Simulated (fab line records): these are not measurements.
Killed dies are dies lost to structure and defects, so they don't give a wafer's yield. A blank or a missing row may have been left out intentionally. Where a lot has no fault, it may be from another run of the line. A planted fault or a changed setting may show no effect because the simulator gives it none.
Chamber matching    flow nand_harc    4 sister chambers for NHARC_P_STI_ETCH_15 on rie_si-05
The step etches the open film in HBr/Cl2, target depth 300 nm, time 100.1 s. 8 wafers are shown with their chamber, then 7 later ones without.

## WAFERS WITH THEIR CHAMBER
wafer   chamber  drypump_motor_current_A (A)  throttle_valve_pct (%)
L390.1  1        5.2                          26.413
L390.6  0        5.6                          26.405
L401.1  3        5.4                          26.406
L401.3  0        5.6                          26.402
L407.4  3        5.4                          26.409
L407.6  1        5.3                          26.419
L408.4  2        5.9                          26.399
L408.5  2        5.9                          26.393

## WAFERS MISSING THEIR CHAMBER
wafer   drypump_motor_current_A (A)  throttle_valve_pct (%)
L408.6  5.2                          26.413
L409.3  5.2                          26.401
L409.4  5.9                          26.411
L409.6  5.2                          26.411
L410.1  5.2                          26.398
L410.4  5.9                          26.380
L410.6  5.2                          26.412

## THE CHAMBER EACH PASSED THROUGH
wafer   from the rows above      in truth
L408.6  1                        1
L409.3  can't be placed: 1 or 3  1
L409.4  2                        2
L409.6  1                        1
L410.1  can't be placed: 1 or 3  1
L410.4  2                        2
L410.6  1                        1
Correctly placed: 5 of 7. These rows do not allow placing 2 (true chamber among the candidates in 2). Wrongly placed: 0.
How it was worked out, from the rows above alone: a wafer's distance from a chamber is the root of the sum, over the readings, of the square of ((its reading less the chamber's mean) divided by the reading's scatter). If the next closest chamber is less than 2 further off than the closest, the wafer can't be placed; otherwise it belongs to the closest. The mean given for a chamber averages the wafers shown for that chamber. The scatter: the root of (the sum of the squares of (reading less its chamber's mean) over the shown wafers, divided by (wafers less chambers)).
